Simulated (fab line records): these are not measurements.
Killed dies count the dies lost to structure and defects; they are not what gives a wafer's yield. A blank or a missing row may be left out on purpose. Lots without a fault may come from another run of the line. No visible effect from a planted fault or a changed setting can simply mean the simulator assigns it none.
What tool caused it?	flow nand harc	Sampling: 11 lots, 33 wafers, 5 of 1302 route steps

== WHAT THE GAUGES SHOWED, per wafer ==
NHARC_A_ONON_D1_INSPECT_32. Usual: raw defect count reads 71 (standard deviation 26).
lot	measured	on	raw defect count	flag
L368	day 8 02:03	defect inspect-01	54 75 91	
L369	day 8 18:55	defect inspect-02	57 65 69	
L372	day 9 21:57	defect inspect-02	51 48 46	
L375	day 11 14:21	defect inspect-02	103 114 109	
L377	day 12 05:55	defect inspect-02	70 39 50	
L386	day 15 23:24	defect inspect-02	105 94 68	
L387	day 16 08:43	defect inspect-01	81 83 78	
L388	day 16 16:28	defect inspect-02	89 57 122	
L389	day 17 01:00	defect inspect-02	34 50 37	
L390	day 17 11:05	defect inspect-01	74 82 118	
L391	day 17 21:48	defect inspect-01	114 166 106	

NHARC_END_SORT_01. Usual: killed at array 56, standard deviation 20; killed at other 0.9, standard deviation 1.1; killed at periphery 3.7, standard deviation 3; killed dies 61, standard deviation 21; killed open 2.9, standard deviation 1.6; killed short 2.6, standard deviation 1.4.
lot	measured	on	killed at array	killed at other	killed at periphery	killed dies	killed open	killed short	flag
L377	day 28 15:27	prober-01	41 43 35	1 4 3	7 8 4	49 55 42	6 4 2	4 3 3	

== TOOL THAT RAN EACH LOT (tool first, then ch and the chambers of the sampled wafers, then the start) ==
lot	NHARC_A_CHANNEL_HOLE_D1_ETCH_34	NHARC_A_CHANNEL_HOLE_D1_ETCH_19	NHARC_A_CHANNEL_HOLE_D1_ETCH_26
L368	rie diel-11 ch 1,2,3, day 8 06:21 or earlier	har etch-01 ch 0,1, day 8 06:21	har etch-01 ch 0,1, day 8 10:08
L369	rie diel-13 ch 0,2,3, day 9 03:46 or earlier	har etch-01 ch 0,1, day 9 03:46	har etch-01 ch 0,1, day 9 07:31
L372	rie diel-11 ch 0,1,3, day 10 03:24 or earlier	har etch-01 ch 0,1, day 10 03:24	har etch-01 ch 0,1, day 10 07:12
L375	rie diel-04 ch 1,2, day 12 01:37 or earlier	har etch-01 ch 0,1, day 12 01:37	har etch-01 ch 0,1, day 12 05:23
L377	rie diel-11 ch 0,1,3, day 12 16:40 or earlier	har etch-01 ch 0,1, day 12 16:40	har etch-01 ch 0,1, day 12 20:28
L386	rie diel-13 ch 0,3, day 16 03:37 or earlier	har etch-01 ch 0,1, day 16 03:37	har etch-01 ch 0,1, day 16 07:24
L387	rie diel-11 ch 1,3, day 16 20:22 or earlier	har etch-01 ch 0,1, day 16 20:22	har etch-01 ch 0,1, day 17 00:11
L388	rie diel-04 ch 0,1,3, day 17 00:31 or earlier	har etch-01 ch 0,1, day 17 00:31	har etch-01 ch 0,1, day 17 04:19
L389	rie diel-11 ch 1,2,3, day 17 12:55 or earlier	har etch-02 ch 0,1, day 17 12:55	har etch-02 ch 0,1, day 17 16:42
L390	rie diel-04 ch 0,1,2, day 17 17:08 or earlier	har etch-02 ch 0,1, day 17 17:08	har etch-02 ch 0,1, day 17 20:56
L391	rie diel-11 ch 0,1, day 18 02:08 or earlier	har etch-01 ch 0,1, day 18 02:08	har etch-01 ch 0,1, day 18 05:55
- NHARC_A_CHANNEL_HOLE_D1_ETCH_34: etches the open film in CF4/CHF3, target depth 154 nm, time 77 s.
- NHARC_A_CHANNEL_HOLE_D1_ETCH_19: etches the open film in C4F8/O2/Ar, time 34.5 s.
- NHARC_A_CHANNEL_HOLE_D1_ETCH_26: etches the open film in C4F8/O2/Ar, time 224.1 s, target depth 300 nm.

== WHAT THE TOOLS THEMSELVES READ (means of the sampled wafers that have a number; where no wafer has one, the mark that the record gives instead) ==
NHARC_A_CHANNEL_HOLE_D1_ETCH_34. Usual: cf4 flow sccm 99.98 sccm, standard deviation 0.29; drypump motor current A 6.0 A, standard deviation 0.45; oes product au 0.945 a.u., standard deviation 0.025; rf vpp V 371.1 V, standard deviation 2.6; showerhead plenum p Torr 1.59 Torr, standard deviation 0.076; throttle valve pct 16.803 %, standard deviation 0.0094.
lot	tool	cf4 flow sccm (sccm)	drypump motor current A (A)	oes product au (a.u.)	rf vpp V (V)	showerhead plenum p Torr (Torr)	throttle valve pct (%)	flag
L368	rie diel-11	100.21	5.9	0.916	372.8	1.63	16.801	
L369	rie diel-13	100.06	5.7	0.964	370.2	1.56	16.813	
L372	rie diel-11	99.95	6.4	0.947	371.7	1.58	16.806	
L375	rie diel-04	99.96	5.9	0.929	368.9	1.52	16.808	
L377	rie diel-11	100.36	6.4	0.968	371.0	1.58	16.807	
L386	rie diel-13	99.91	5.9	0.951	373.8	1.69	16.803	
L387	rie diel-11	99.89	6.3	0.916	372.4	1.62	16.805	
L388	rie diel-04	99.87	5.9	0.977	371.0	1.59	16.799	
L389	rie diel-11	100.18	5.9	0.915	372.2	1.63	16.802	
L390	rie diel-04	99.81	5.7	0.974	369.4	1.54	16.799	
L391	rie diel-11	99.73	6.5	0.940	368.6	1.54	16.797	

NHARC_A_CHANNEL_HOLE_D1_ETCH_19. Usual: c4f8 flow sccm 28.81 sccm, standard deviation 0.083; drypump motor current A 5.61 A, standard deviation 0.29; he backside leak sccm 6.1 sccm, standard deviation 1.1; showerhead plenum p Torr 3.61 Torr, standard deviation 0.16; throttle valve pct 37.039 %, standard deviation 0.0088.
lot	tool	c4f8 flow sccm (sccm)	drypump motor current A (A)	he backside leak sccm (sccm)	showerhead plenum p Torr (Torr)	throttle valve pct (%)	flag
L368	har etch-01	28.77	5.52	5.3	3.70	37.030	
L369	har etch-01	28.82	5.53	5.2	3.69	37.035	
L372	har etch-01	28.85	5.36	5.4	3.60	37.033	
L375	har etch-01	24.02	5.52	5.2	3.65	36.734	OFF
L377	har etch-01	24.06	5.55	5.4	3.64	36.721	OFF
L386	har etch-01	28.82	5.53	5.5	3.64	37.045	
L387	har etch-01	28.87	5.35	5.7	3.55	37.034	
L388	har etch-01	28.85	5.53	5.6	3.63	37.040	
L389	har etch-02	28.71	5.86	4.7	3.99	37.042	
L390	har etch-02	28.82	5.85	4.8	3.98	37.049	
L391	har etch-01	28.81	5.35	5.7	3.53	37.037	

NHARC_A_CHANNEL_HOLE_D1_ETCH_26. Usual: c4f8 flow sccm 11.40 sccm, standard deviation 0.033; drypump motor current A 5.61 A, standard deviation 0.28; he backside leak sccm 6.2 sccm, standard deviation 1.2; showerhead plenum p Torr 3.61 Torr, standard deviation 0.16; throttle valve pct 24.585 %, standard deviation 0.0086.
lot	tool	c4f8 flow sccm (sccm)	drypump motor current A (A)	he backside leak sccm (sccm)	showerhead plenum p Torr (Torr)	throttle valve pct (%)	flag
L368	har etch-01	11.38	5.54	5.2	3.70	24.580	
L369	har etch-01	11.42	5.52	5.4	3.69	24.590	
L372	har etch-01	11.41	5.36	5.5	3.59	24.593	
L375	har etch-01	11.37	5.53	5.4	3.67	24.577	
L377	har etch-01	11.37	5.53	5.3	3.66	24.583	
L386	har etch-01	11.38	5.53	6.6	3.64	24.596	
L387	har etch-01	11.41	5.36	5.6	3.54	24.581	
L388	har etch-01	11.41	5.53	5.6	3.63	24.578	
L389	har etch-02	11.38	5.86	4.5	3.99	24.594	
L390	har etch-02	11.38	5.85	4.7	3.99	24.586	
L391	har etch-01	11.40	5.36	5.8	3.53	24.585	

== THE ANSWER, worked out from the rows above alone ==
Rule: take the mean of a lot's wafers that have a number; if it is more than 3 standard deviations from the usual mean, the lot is off. A lot without any number at a reading at which 4 lots or more have one is off too. The other lots that the step has rows for count as sound. First the gauges in route order, then the tools' own readings, where a lot's mean is used as printed above. The first step at which some lot is off is used, and at that step the reading that is off furthest; a lot without a number counts as furthest.
Off: L375, L377, at NHARC_A_CHANNEL_HOLE_D1_ETCH_19 (c4f8 flow sccm).
A tool fits if, at that step or a process step before it, it ran every lot that is off, and no sound lot after the first of them. With no start given for some of its lots, NHARC_A_CHANNEL_HOLE_D1_ETCH_34 uses the hours and lot order of NHARC_A_CHANNEL_HOLE_D1_ETCH_19. Not one of the candidates tried fits.

== WHAT THE SIMULATOR HAD PUT IN ==
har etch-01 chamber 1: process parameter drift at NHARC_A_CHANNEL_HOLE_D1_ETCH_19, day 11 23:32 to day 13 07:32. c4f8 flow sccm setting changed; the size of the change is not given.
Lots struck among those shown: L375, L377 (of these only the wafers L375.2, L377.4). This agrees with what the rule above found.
